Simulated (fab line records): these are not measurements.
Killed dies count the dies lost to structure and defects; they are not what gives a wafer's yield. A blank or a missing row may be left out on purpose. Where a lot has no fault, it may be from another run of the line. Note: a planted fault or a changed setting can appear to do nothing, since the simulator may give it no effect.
One fault seen from 2 desks / flow n5-finfet / every desk sees just its own numbers, and what lay behind them comes last

## AT THE TOOL OWNER'S DESK: rie-diel-05
The tool's own readings at N5_BEOL_M6_STRIP_36 (strips in N2/H2): means of the sampled wafers that have a number, for each lot that ran on this tool. The brackets show how far a lot's mean lies from the usual mean; more than 4 standard deviations puts the lot out of limits, marked OUT.
Columns: A = drypump-motor-current-A at N5_BEOL_M6_STRIP_36, usual 5.7 A; B = h2-flow-sccm at N5_BEOL_M6_STRIP_36, usual 200.1 sccm; C = oes-product-au at N5_BEOL_M6_STRIP_36, usual 0.81 a.u.; D = rf-vpp-V at N5_BEOL_M6_STRIP_36, usual 59.0 V; E = showerhead-plenum-p-Torr at N5_BEOL_M6_STRIP_36, usual 2.53 Torr; F = throttle-valve-pct at N5_BEOL_M6_STRIP_36, usual 23.7 %
lot=L249; first seen here=day 9 09:29; A=5.9; B=200.3; C=0.84; D=58.1; E=2.53; F=23.6
lot=L253; first seen here=day 10 07:31; A=5.8; B=199.7; C=0.80; D=57.5; E=2.51; F=23.8
lot=L263; first seen here=day 12 20:38; A=5.5; B=193.6 (-10) OUT; C=0.87; D=57.5; E=2.45; F=23.7
Finding of this desk: L263 out of limits; the first was L263 at day 12 20:38, on h2-flow-sccm at N5_BEOL_M6_STRIP_36. In limits: L249, L253.

## THE METROLOGY DESK
Means of the sampled wafers that have a number, per lot and without regard to the tool the lot ran on: this is what the gauges read. The brackets show how far a lot's mean lies from the usual mean; more than 4 standard deviations puts the lot out of limits, marked OUT.
Columns: A = cd-nm at N5_BEOL_M6_CD_MEAS_18, usual 40.2 nm
lot=L249; first seen here=day 9 08:50; A=40.7
lot=L251; first seen here=day 9 21:02; A=39.6
lot=L252; first seen here=day 10 03:07; A=39.6
lot=L253; first seen here=day 10 06:34; A=40.7
lot=L255; first seen here=day 11 05:07; A=40.3
lot=L260; first seen here=day 12 11:46; A=40.4
lot=L263; first seen here=day 12 19:44; A=40.7
lot=L264; first seen here=day 13 06:42; A=39.8
lot=L266; first seen here=day 13 14:25; A=40.3
lot=L269; first seen here=day 14 09:46; A=40.2
Finding of this desk: none of the 10 lots has anything out of limits.

## PUT TOGETHER
An alarm could have come from the tool owner's desk at day 12 20:38, on L263.
At the metrology desk, nothing out of limits was observed.
The metrology desk holds a record of L263, inside its limits.
On rie-diel-05, each named lot ran N5_BEOL_M6_STRIP_36.

## WHAT THE SIMULATOR HAD INSERTED
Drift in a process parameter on rie-diel-05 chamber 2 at N5_BEOL_M6_STRIP_36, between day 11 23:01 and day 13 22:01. The setting h2-flow-sccm was moved by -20, starting from 200. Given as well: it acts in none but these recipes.
Struck lots among those shown: L263.
Hours from the fault's start to each desk's first reading out of limits: the tool owner's desk, 22.
